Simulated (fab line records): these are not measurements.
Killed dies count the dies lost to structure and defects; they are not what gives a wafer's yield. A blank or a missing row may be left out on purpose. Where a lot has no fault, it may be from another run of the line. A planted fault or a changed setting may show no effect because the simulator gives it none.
Chamber matching    flow n5Finfet    N5_BEOL_M3_ETCH_64 on rieDiel-04 has 4 sister chambers
The step etches SOC in N2/H2, target depth 75 nm, overetch 15 nm, time 112.5 s. 18 wafers are shown with their chamber, then 9 later ones without.

WAFERS WITH THEIR CHAMBER
wafer   chamber  drypumpMotorCurrentA (A)  showerheadPlenumPTorr (Torr)  throttleValvePct (%)
L074.4  3        6.1                       2.45                          17.7
L074.5  0        5.1                       2.41                          17.7
L074.6  3        6.0                       2.45                          17.7
L075.2  1        5.0                       2.43                          17.8
L075.3  2        6.3                       2.52                          18.2
L075.4  0        5.1                       2.41                          17.7
L077.2  0        5.1                       2.41                          17.7
L077.4  1        5.0                       2.43                          17.8
L077.5  1        5.0                       2.43                          17.8
L082.1  2        6.3                       2.52                          18.2
L082.4  1        5.0                       2.42                          17.8
L082.6  2        6.3                       2.52                          18.2
L085.2  1        5.0                       2.42                          17.8
L085.5  0        5.1                       2.41                          17.7
L085.6  3        6.1                       2.44                          17.8
L086.1  3        6.1                       2.44                          17.8
L086.3  0        5.1                       2.41                          17.7
L086.4  1        5.0                       2.42                          17.8

SIGNATURES, as means of the wafers listed above
reading                chamber 0  chamber 1  chamber 2  chamber 3  scatter within a chamber
drypumpMotorCurrentA   5.100      5.000      6.300      6.075      0.0231
showerheadPlenumPTorr  2.4100     2.4250     2.5200     2.4450     0.00423
throttleValvePct       17.700     17.800     18.200     17.750     0.0267
Rule: for a wafer and a chamber, the distance is found by dividing, reading by reading, the gap between the wafer's reading and the chamber's mean by the reading's scatter, squaring, summing and taking the root. The wafer belongs to the nearest chamber; if the next one is less than 2 further off, it can't be placed. The scatter is the square root of a quotient: the sum, over the shown wafers, of each reading's squared deviation from its chamber's mean, divided by wafers minus chambers.

WAFERS WITHOUT THEIR CHAMBER
wafer   drypumpMotorCurrentA (A)  showerheadPlenumPTorr (Torr)  throttleValvePct (%)
L088.3  6.1                       2.44                          17.8
L088.5  5.1                       2.40                          17.7
L088.6  5.0                       2.42                          17.8
L090.3  6.1                       2.44                          17.8
L090.5  6.1                       2.44                          17.8
L090.6  6.3                       2.51                          18.3
L095.1  5.0                       2.41                          17.9
L095.5  6.3                       2.51                          18.3
L095.6  6.1                       2.43                          17.8

EACH ONE'S CHAMBER
wafer   from the rows above  in truth
L088.3  3                    3
L088.5  0                    0
L088.6  1                    1
L090.3  3                    3
L090.5  3                    3
L090.6  2                    2
L095.1  1                    1
L095.5  2                    2
L095.6  3                    3
9 of 9 placed correctly. Number that these rows cannot place: 0. 0 placed wrongly.
